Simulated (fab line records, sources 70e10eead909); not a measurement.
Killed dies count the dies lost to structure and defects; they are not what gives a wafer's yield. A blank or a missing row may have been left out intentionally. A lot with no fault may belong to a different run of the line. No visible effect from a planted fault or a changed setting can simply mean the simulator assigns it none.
fab line records -- flow nandHarc
record lots=12, wafers=36, lastDay=24
route steps=1159 shown P_ZERO_WELL@46 P_STI@89 END@1159
lots untouched by any fault: they come from a run of this same line in which no faults occurred
startH: start of the lot's first displayed wafer, in hours after the record's first day -- waitH: how many hours have passed since the lot's step before this one -- " as in the row above -- L1.1+2: several wafers, shown together as one row -- - value missing, or start not given -- * or withheld: withheld -- < > ~ a bound
route shown NAME@n: a module of which the file shows steps, and the number in the route of the first -- usual: the fault-free wafers' mean and standard deviation -- same: alike in all rows -- chamber/n: place in a boat -- sites: each site's reading -- _std_site: standard deviation of those values -- _edge_site: outer sites' mean less inner sites' -- radiusMm: for every site, how far away it sits from the centre of the wafer -- mask NAME#n: copy n -- behind: the most recent tool/chamber to have shaped the wafer -- hold: why the lot went on hold/how many hours it stayed there/how the hold came to an end -- device: names the non-switching transistor (n, p or np) -- end of line: the tests these same wafers got at the end of their route -- where a step has no rows: the recipe by itself -- killed: dies that structure and defects cost at the first sort, which is not the same as the wafer's yield -- map: dies across one wafer; x = killed, . = not, _ = none there
set.NAME: the setting the step ran with; set.NAME@STEP: the setting that earlier step ran with -- model.NAME: the simulator's own value behind a step, which no gauge read
route steps across a sampled set of lots; one table per step, one row per wafer
services: a tool's chamber out of use, with start hour (startH, from the record's first day; less than 0 if before it), hours out, and reason
## steps
# step NHARC_P_ZERO_WELL_DESCUM_39
# recipe timeS=3, o2FlowSccm=200, arFlowSccm=0, biasPowerW=0, chemistry=O2
# usual drypumpMotorCurrentA=5.8/0.4, oesProductAu=0.999/0.0069, rfVppV=57.6/0.78, showerheadPlenumPTorr=1.87/0.039, throttleValvePct=11.311/0.0092
lot.wafer,tool,chamber,startH,waitH,drypumpMotorCurrentA,oesProductAu,rfHoursCounterH,rfVppV,showerheadPlenumPTorr,throttleValvePct
L955.2,rieDiel-07,1,16.69,-,5.7,1.006,9,59.1,1.91,11.310
L955.4,rieDiel-07,3,16.69,-,6.7,1.007,10,57.9,1.85,11.315
L955.6,rieDiel-07,1,16.69,-,5.6,0.999,-,57.4,1.91,11.303
L957.2,rieDiel-07,3,28.40,-,6.7,1.005,10,56.9,1.85,11.312
L957.3,rieDiel-07,1,28.40,-,5.6,0.998,9,59.0,1.91,11.310
L957.5,rieDiel-07,2,28.40,-,5.2,0.994,-,59.4,1.92,11.303
L958.3,rieDiel-07,3,34.32,-,6.7,0.994,11,58.5,1.85,11.305
L958.1,rieDiel-07,0,34.32,-,5.8,0.990,9,58.4,1.86,11.301
L958.5,rieDiel-07,0,34.32,-,5.9,0.999,-,57.5,1.86,11.296
L959.3,rieDiel-09,2,40.48,-,6.2,1.005,9,57.8,1.90,11.297
L959.5,rieDiel-09,3,40.48,-,6.2,0.990,-,57.7,1.98,11.297
L959.6,rieDiel-09,0,40.48,-,6.1,1.000,-,57.8,1.85,11.307
L960.1,rieDiel-10,3,46.33,-,6.1,0.993,3,57.9,1.80,11.295
L960.2,rieDiel-10,0,46.33,-,5.4,1.001,3,57.3,1.85,11.309
L960.3,rieDiel-10,1,46.33,-,5.5,1.004,2,58.1,1.88,11.302
L961.1,rieDiel-10,1,52.68,-,5.5,1.007,2,57.2,1.88,11.322
L961.5,rieDiel-10,3,52.68,-,6.1,0.993,-,57.6,1.80,11.314
L961.6,rieDiel-10,0,52.68,-,5.4,0.995,-,55.2,1.85,11.321
L962.4,rieDiel-10,2,58.95,-,6.0,1.019,2,57.5,1.88,11.310
L962.6,rieDiel-10,1,58.95,-,5.5,1.003,-,57.5,1.88,11.298
L962.5,rieDiel-10,2,58.95,-,6.0,1.011,-,57.5,1.88,11.307
L964.2,rieDiel-07,3,70.43,-,6.7,1.000,0,58.7,1.85,11.300
L964.3,rieDiel-07,0,70.43,-,5.8,1.011,0,56.9,1.86,11.313
L964.4,rieDiel-07,0,70.43,-,5.8,1.008,-,56.4,1.86,11.311
L971.1,rieDiel-10,0,112.22,-,5.4,0.986,7,58.6,1.85,11.314
L971.2,rieDiel-10,1,112.22,-,5.5,0.995,5,56.9,1.88,11.308
L971.3,rieDiel-10,2,112.22,-,6.0,1.000,5,56.8,1.88,11.301
L972.4,rieDiel-10,3,118.35,-,6.1,1.007,6,58.2,1.80,11.310
L972.6,rieDiel-10,1,118.35,-,5.5,1.002,-,57.3,1.88,11.310
L972.5,rieDiel-10,2,118.35,-,6.0,0.994,-,59.0,1.88,11.308
L973.2,rieDiel-10,0,124.18,-,5.4,0.998,8,57.3,1.85,11.315
L973.1,rieDiel-10,3,124.18,-,6.1,0.991,7,56.9,1.80,11.299
L973.6,rieDiel-10,0,124.18,-,5.4,0.999,-,57.0,1.85,11.316
L977.1,rieDiel-07,0,148.81,-,5.8,1.002,7,57.9,1.86,11.298
L977.3,rieDiel-07,2,148.81,-,5.2,0.997,7,57.5,1.92,11.301
L977.4,rieDiel-07,3,148.81,-,6.7,0.998,7,57.5,1.85,11.310
# step NHARC_P_ZERO_WELL_IMPLANT_40
# recipe energyKev=300, doseCm2=1e+13, tiltDeg=7
# usual beamEnergyKeV=300.00/0.093, doseIonsCm2=1e+13/1.1e+10, faradayCurrentUA=126.8/2.4
lot.wafer,tool,chamber,startH,waitH,beamEnergyKeV,doseIonsCm2,faradayCurrentUA
L955.2,implanter-02,0,16.98,0.3,299.92,1.0009e+13,124.5
L955.4,implanter-02,0,16.98,0.3,299.89,1.0002e+13,125.0
L955.6,implanter-02,0,16.98,0.3,299.80,1.0011e+13,130.7
L957.2,implanter-01,0,28.57,0.2,300.11,9.992e+12,129.1
L957.3,implanter-01,0,28.57,0.2,300.14,9.992e+12,125.6
L957.5,implanter-01,0,28.57,0.2,300.06,1.0003e+13,130.6
L958.1,implanter-01,0,34.46,0.1,299.98,1.0004e+13,124.5
L958.3,implanter-01,0,34.46,0.1,300.02,1.0002e+13,126.2
L958.5,implanter-01,0,34.46,0.1,300.06,1e+13,126.6
L959.3,implanter-01,0,40.64,0.2,300.09,9.997e+12,129.5
L959.5,implanter-01,0,40.64,0.2,299.98,1.0006e+13,125.7
L959.6,implanter-01,0,40.64,0.2,300.08,9.995e+12,124.3
L960.1,implanter-01,0,46.47,0.1,299.99,9.993e+12,130.6
L960.2,implanter-01,0,46.47,0.1,300.07,1.0009e+13,126.0
L960.3,implanter-01,0,46.47,0.1,299.90,9.999e+12,127.7
L961.1,implanter-01,0,52.80,0.1,299.96,1.0016e+13,129.2
L961.5,implanter-01,0,52.80,0.1,299.97,1.0017e+13,131.6
L961.6,implanter-01,0,52.80,0.1,299.98,1.0012e+13,127.0
L962.4,implanter-01,0,59.18,0.2,299.98,9.99e+12,127.3
L962.5,implanter-01,0,59.18,0.2,299.92,1.0002e+13,127.5
L962.6,implanter-01,0,59.18,0.2,299.87,1.0006e+13,129.1
L964.2,implanter-02,0,70.63,0.2,300.08,1.0003e+13,124.1
L964.3,implanter-02,0,70.63,0.2,299.84,1.0005e+13,128.0
L964.4,implanter-02,0,70.63,0.2,299.92,1.0011e+13,124.1
L971.1,implanter-02,0,112.36,0.1,299.93,7.347e+12,92.5
L971.2,implanter-02,0,112.36,0.1,299.91,7.354e+12,90.6
L971.3,implanter-02,0,112.36,0.1,299.89,7.352e+12,93.4
L972.4,implanter-02,0,118.56,0.2,299.94,7.358e+12,95.8
L972.5,implanter-02,0,118.56,0.2,300.08,7.351e+12,94.3
L972.6,implanter-02,0,118.56,0.2,299.90,7.345e+12,95.3
L973.1,implanter-01,0,124.34,0.1,300.01,1.0013e+13,128.3
L973.2,implanter-01,0,124.34,0.1,300.08,1.0001e+13,131.3
L973.6,implanter-01,0,124.34,0.1,300.09,1.001e+13,125.6
L977.1,implanter-01,0,148.96,0.1,300.01,9.994e+12,130.1
L977.3,implanter-01,0,148.96,0.1,299.96,1.0004e+13,125.3
L977.4,implanter-01,0,148.96,0.1,300.06,9.999e+12,120.7
# step NHARC_P_STI_ETCH_31
# recipe targetDepthA=1089, timeS=54.5, cf4FlowSccm=100, chf3FlowSccm=30, arFlowSccm=0, rfW=500, biasW=200, chemistry=CF4/CHF3
# usual drypumpMotorCurrentA=5.6/0.48, oesProductAu=0.961/0.016, rfVppV=371.4/1.6, showerheadPlenumPTorr=1.60/0.041, throttleValvePct=16.803/0.0092
lot.wafer,tool,chamber,startH,waitH,drypumpMotorCurrentA,oesProductAu,rfHoursCounterH,rfVppV,showerheadPlenumPTorr,throttleValvePct
L955.2,rieDiel-03,2,-,-,5.0,0.965,9.5,370.8,1.59,16.790
L955.4,rieDiel-03,1,-,-,5.9,0.958,-,370.1,1.55,16.811
L955.6,rieDiel-03,2,-,-,5.0,0.969,-,370.1,1.59,16.813
L957.3,rieDiel-06,1,-,-,6.5,0.959,5.5,374.2,1.66,16.807
L957.2,rieDiel-06,3,-,-,5.9,0.934,5.3,373.2,1.65,16.809
L957.5,rieDiel-06,1,-,-,6.5,0.941,-,373.1,1.66,16.799
L958.1,rieDiel-03,2,-,-,5.0,0.960,0.6,371.5,1.59,16.794
L958.3,rieDiel-03,0,-,-,4.9,0.980,0.9,372.1,1.61,16.801
L958.5,rieDiel-03,1,-,-,5.9,0.985,-,370.6,1.55,16.811
L959.3,rieDiel-03,2,-,-,5.0,0.960,1.1,369.9,1.59,16.794
L959.6,rieDiel-03,1,-,-,5.9,0.977,-,370.1,1.55,16.792
L959.5,rieDiel-03,2,-,-,4.9,0.972,-,370.6,1.59,16.804
L960.2,rieDiel-03,3,-,-,5.4,0.965,1.5,370.7,1.59,16.804
L960.3,rieDiel-03,0,-,-,4.9,0.965,1.4,371.0,1.61,16.800
L960.1,rieDiel-03,2,-,-,5.0,0.962,1.2,370.6,1.59,16.805
L961.1,rieDiel-06,2,-,-,6.1,0.971,0.0,372.1,1.59,16.809
L961.5,rieDiel-06,0,-,-,5.8,0.949,-,372.9,1.66,16.812
L961.6,rieDiel-06,1,-,-,6.6,0.940,-,375.4,1.66,16.794
L962.4,rieDiel-03,1,-,-,5.9,0.943,1.0,370.6,1.55,16.802
L962.5,rieDiel-03,1,-,-,6.0,0.939,-,369.3,1.55,16.810
L962.6,rieDiel-03,2,-,-,5.0,0.969,-,371.9,1.59,16.780
L964.4,rieDiel-03,1,-,-,6.0,0.955,2.6,369.3,1.55,16.791
L964.2,rieDiel-03,3,-,-,5.4,0.993,2.9,371.8,1.58,16.814
L964.3,rieDiel-03,0,-,-,4.9,0.964,2.9,372.2,1.61,16.810
L971.1,rieDiel-03,0,-,-,4.9,0.967,5.9,371.4,1.60,16.807
L971.2,rieDiel-03,1,-,-,5.9,0.962,5.8,370.0,1.55,16.805
L971.3,rieDiel-03,2,-,-,5.0,0.968,5.9,370.3,1.58,16.811
L972.4,rieDiel-03,1,-,-,5.9,0.942,6.2,369.5,1.55,16.789
L972.5,rieDiel-03,2,-,-,5.0,0.925,-,369.7,1.58,16.809
L972.6,rieDiel-03,3,-,-,5.4,0.932,-,371.3,1.58,16.812
L973.1,rieDiel-03,2,-,-,5.0,0.938,6.3,371.0,1.58,16.817
L973.2,rieDiel-03,1,-,-,5.9,0.942,6.2,369.5,1.55,16.808
L973.6,rieDiel-03,2,-,-,5.0,0.939,-,370.9,1.58,16.806
L977.1,rieDiel-06,3,-,-,5.9,0.974,2.5,372.1,1.64,16.774
L977.3,rieDiel-06,0,-,-,5.8,0.977,3.2,374.5,1.66,16.798
L977.4,rieDiel-06,1,-,-,6.6,0.959,3.6,373.2,1.66,16.806
# step NHARC_P_STI_INSPECT_25
# usual rawDefectCount=222/99
lot.wafer,tool,chamber,startH,waitH,rawDefectCount
L955.2,defectInspect-02,-,62.35,0.4,154
L955.4,defectInspect-02,-,62.35,0.4,128
L955.6,defectInspect-02,-,62.35,0.4,158
L957.2,defectInspect-02,-,74.25,0.4,234
L957.3,defectInspect-02,-,74.25,0.4,138
L957.5,defectInspect-02,-,74.25,0.4,100
L958.1,defectInspect-01,-,87.25,0.4,246
L958.3,defectInspect-01,-,87.25,0.4,244
L958.5,defectInspect-01,-,87.25,0.4,190
L959.3,defectInspect-02,-,87.26,0.4,231
L959.5,defectInspect-02,-,87.26,0.4,267
L959.6,defectInspect-02,-,87.26,0.4,242
L960.1,defectInspect-02,-,98.10,0.4,475
L960.2,defectInspect-02,-,98.10,0.4,472
L960.3,defectInspect-02,-,98.10,0.4,522
L961.1,defectInspect-02,-,103.62,0.4,154
L961.5,defectInspect-02,-,103.62,0.4,191
L961.6,defectInspect-02,-,103.62,0.4,206
L962.4,defectInspect-01,-,103.63,0.4,265
L962.5,defectInspect-01,-,103.63,0.4,234
L962.6,defectInspect-01,-,103.63,0.4,256
L964.2,defectInspect-02,-,114.03,0.4,102
L964.3,defectInspect-02,-,114.03,0.4,96
L964.4,defectInspect-02,-,114.03,0.4,152
L971.1,defectInspect-02,-,169.18,0.4,124
L971.2,defectInspect-02,-,169.18,0.4,113
L971.3,defectInspect-02,-,169.18,0.4,97
L972.4,defectInspect-02,-,179.39,0.4,167
L972.5,defectInspect-02,-,179.39,0.4,138
L972.6,defectInspect-02,-,179.39,0.4,163
L973.1,defectInspect-02,-,179.40,0.4,159
L973.2,defectInspect-02,-,179.40,0.4,164
L973.6,defectInspect-02,-,179.40,0.4,181
L977.1,defectInspect-02,-,196.34,0.4,175
L977.3,defectInspect-02,-,196.34,0.4,290
L977.4,defectInspect-02,-,196.34,0.4,240
# step NHARC_END_SORT_01
# recipe tempC=25
# usual killedAtArray=29/11, killedAtOther=0.6/0.92, killedAtPeriphery=3.2/2, killedDies=33/11, killedOpen=3.2/2, killedShort=1.9/1.5
# same grossDies=677
lot.wafer,tool,chamber,startH,waitH,killedAtArray,killedAtOther,killedAtPeriphery,killedDies,killedOpen,killedShort
L964.2,prober-02,0,493.71,2.8,17,0,3,20,2,4
L964.3,prober-02,0,494.51,3.1,21,1,1,23,4,3
L964.4,prober-02,0,495.32,3.4,9,0,4,13,0,3
L971.1,prober-02,0,533.71,2.5,36,2,1,39,2,3
L971.2,prober-02,0,534.52,2.8,30,1,1,32,2,3
L971.3,prober-02,0,535.33,3.1,25,1,1,27,0,1
L972.4,prober-01,0,548.43,3.4,39,0,3,42,4,5
L972.5,prober-01,0,549.24,3.7,34,0,3,37,7,1
L972.6,prober-01,0,550.04,4.0,35,0,3,38,1,3
L973.1,prober-02,0,570.57,2.5,57,1,2,60,3,2
L973.2,prober-02,0,571.37,2.8,43,2,2,47,2,0
L973.6,prober-02,0,574.57,4.0,52,2,1,55,5,1
# killed by level:class
L964.2 A_STAIRCASE:chamberFilmFlake=7 A_CHANNEL_FILL_D1:geometricParticle:short=2 P_BONDPAD:chamberFilmFlake=2 A_CONTACT:chamberFilmFlake=2 A_CHANNEL_HOLE_D1:chamberFilmFlake=2 P_ZERO_WELL:geometricParticle:short=1 A_STAIRCASE:geometricParticle:open=1 A_CONTACT:geometricParticle:open=1
L964.3 A_CHANNEL_HOLE_D1:chamberFilmFlake=7 A_STAIRCASE:chamberFilmFlake=4 A_CONTACT:geometricParticle:open=3 A_ZERO_WELL:chamberFilmFlake=3 A_CHANNEL_FILL_D1:geometricParticle:open=1 A_CHANNEL_FILL_D1:geometricParticle:short=1 A_SGD_CUT:geometricParticle:short=1 A_CONTACT:geometricParticle:short=1
L964.4 A_CHANNEL_HOLE_D1:chamberFilmFlake=2 A_STAIRCASE:chamberFilmFlake=2 A_CONTACT:chamberFilmFlake=2 P_STI:geometricParticle:short=1 P_CONTACT:geometricParticle:short=1 A_WL_FILL:geometricParticle:short=1 P_ZERO_WELL:chamberFilmFlake=1 P_BONDPAD:chamberFilmFlake=1
L971.1 A_CHANNEL_HOLE_D1:chamberFilmFlake=19 A_STAIRCASE:chamberFilmFlake=4 A_CONTACT:chamberFilmFlake=4 A_CHANNEL_HOLE_D1:geometricParticle:short=2 A_M0:chamberFilmFlake=2 THIN_TSV:chamberFilmFlake=2 A_ONON_D1:geometricParticle:short=1 A_SGD_CUT:geometricParticle:open=1
L971.2 A_CHANNEL_HOLE_D1:chamberFilmFlake=19 A_M0:chamberFilmFlake=3 A_SGD_CUT:geometricParticle:short=2 A_STAIRCASE:chamberFilmFlake=2 P_M0:geometricParticle:open=1 A_CONTACT:geometricParticle:open=1 A_M1:geometricParticle:short=1 A_CHANNEL_FILL_D1:chamberFilmFlake=1
L971.3 A_CHANNEL_HOLE_D1:chamberFilmFlake=20 A_STAIRCASE:chamberFilmFlake=3 A_ONON_D1:geometricParticle:short=1 P_ZERO_WELL:chamberFilmFlake=1 A_CONTACT:chamberFilmFlake=1 THIN_TSV:chamberFilmFlake=1
L972.4 A_SLIT:chamberFilmFlake=11 A_STAIRCASE:chamberFilmFlake=7 A_CHANNEL_HOLE_D1:chamberFilmFlake=5 A_CONTACT:chamberFilmFlake=4 A_WL_FILL:chamberFilmFlake=3 A_WL_FILL:geometricParticle:short=2 P_CONTACT:geometricParticle:open=1 A_SOURCE_PLATE:geometricParticle:short=1
L972.5 A_SLIT:chamberFilmFlake=17 A_CHANNEL_HOLE_D1:chamberFilmFlake=5 A_STAIRCASE:chamberFilmFlake=3 A_CONTACT:chamberFilmFlake=3 A_SOURCE_PLATE:geometricParticle:open=2 P_CONTACT:geometricParticle:open=1 P_M1:geometricParticle:open=1 A_SOURCE_PLATE:geometricParticle:short=1
L972.6 A_SLIT:chamberFilmFlake=12 A_CONTACT:chamberFilmFlake=7 A_CHANNEL_HOLE_D1:chamberFilmFlake=4 A_STAIRCASE:chamberFilmFlake=4 A_WL_FILL:chamberFilmFlake=2 A_M1:chamberFilmFlake=2 A_ONON_D1:geometricParticle:short=1 A_WL_FILL:geometricParticle:short=1
L973.1 A_CHANNEL_HOLE_D1:chamberFilmFlake=21 A_SLIT:chamberFilmFlake=19 A_STAIRCASE:chamberFilmFlake=9 A_CONTACT:chamberFilmFlake=4 P_M0:geometricParticle:open=1 A_ONON_D1:geometricParticle:short=1 A_WL_FILL:geometricParticle:open=1 A_CONTACT:geometricParticle:open=1
L973.2 A_CHANNEL_HOLE_D1:chamberFilmFlake=18 A_SLIT:chamberFilmFlake=15 A_STAIRCASE:chamberFilmFlake=6 A_CONTACT:chamberFilmFlake=3 THIN_TSV:chamberFilmFlake=2 P_CONTACT:geometricParticle:open=1 A_BLC:geometricParticle:open=1 P_M1:chamberFilmFlake=1
L973.6 A_CHANNEL_HOLE_D1:chamberFilmFlake=22 A_SLIT:chamberFilmFlake=15 A_CONTACT:chamberFilmFlake=5 A_STAIRCASE:chamberFilmFlake=4 A_CHANNEL_FILL_D1:geometricParticle:open=2 THIN_TSV:chamberFilmFlake=2 A_SOURCE_PLATE:geometricParticle:short=1 A_WL_FILL:geometricParticle:open=1
## services
tool,chamber,startH,hours,kind
rieDiel-03,2,-3.91,8.3,repair
rieDiel-10,-,-0.50,9.0,pm
implanter-02,-,10.39,4.1,repair
implanter-01,-,11.85,14.1,repair
rieDiel-06,0,14.15,6.1,repair
implanter-02,-,22.31,47.9,repair
rieDiel-06,0,24.24,9.0,repair
rieDiel-10,2,30.06,2.9,repair
rieDiel-03,3,30.13,14.2,repair
rieDiel-06,0,36.82,5.5,repair
rieDiel-03,-,38.30,9.0,pm
rieDiel-07,-,51.20,9.0,pm
rieDiel-07,2,61.90,10.6,repair
rieDiel-03,1,62.83,13.5,repair
rieDiel-06,-,64.20,9.0,pm
implanter-01,-,83.36,1.0,repair
implanter-02,-,85.00,13.0,pm
rieDiel-10,1,104.25,3.8,repair
rieDiel-07,0,105.43,8.5,repair
implanter-01,-,125.22,1.1,repair
rieDiel-10,-,148.39,0.6,repair
rieDiel-07,3,149.70,3.9,repair
rieDiel-06,3,150.80,12.5,repair
rieDiel-03,2,159.46,1.2,repair
## key
firstSign step=NHARC_P_ZERO_WELL_IMPLANT_40, reading=doseIonsCm2, direction=down, sigmas=99+, usual=1e+13, struck=7.351e+12
effect step=NHARC_P_ZERO_WELL_IMPLANT_40, reading=faradayCurrentUA, direction=down, sigmas=14, usual=126.8, struck=93.7
metAt NHARC_P_ZERO_WELL_IMPLANT_40
struckLots L971,L972
testerLeftOut L971,L972
notActingAt NHARC_P_ZERO_WELL_DESCUM_39,NHARC_P_STI_ETCH_31,NHARC_P_STI_INSPECT_25
onsetBetween 70.63 112.36
fault kind=processParameterDrift, tool=implanter-02, chamber=-, onsetH=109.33, steps=NHARC_P_ZERO_WELL_IMPLANT_40, channel=doseCm2, offset=-2.6451e+12, shape=step, endH=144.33, actsIn=theseRecipesOnly, stated=1e+13
# testerLeftOut: of these lots the tester's yield and bins aren't shown, on N5 and GAA mostly nor the transistor test; their killed dies are dies lost to structure and defects alone, not to doping, threshold or leakage, so they don't give the yield
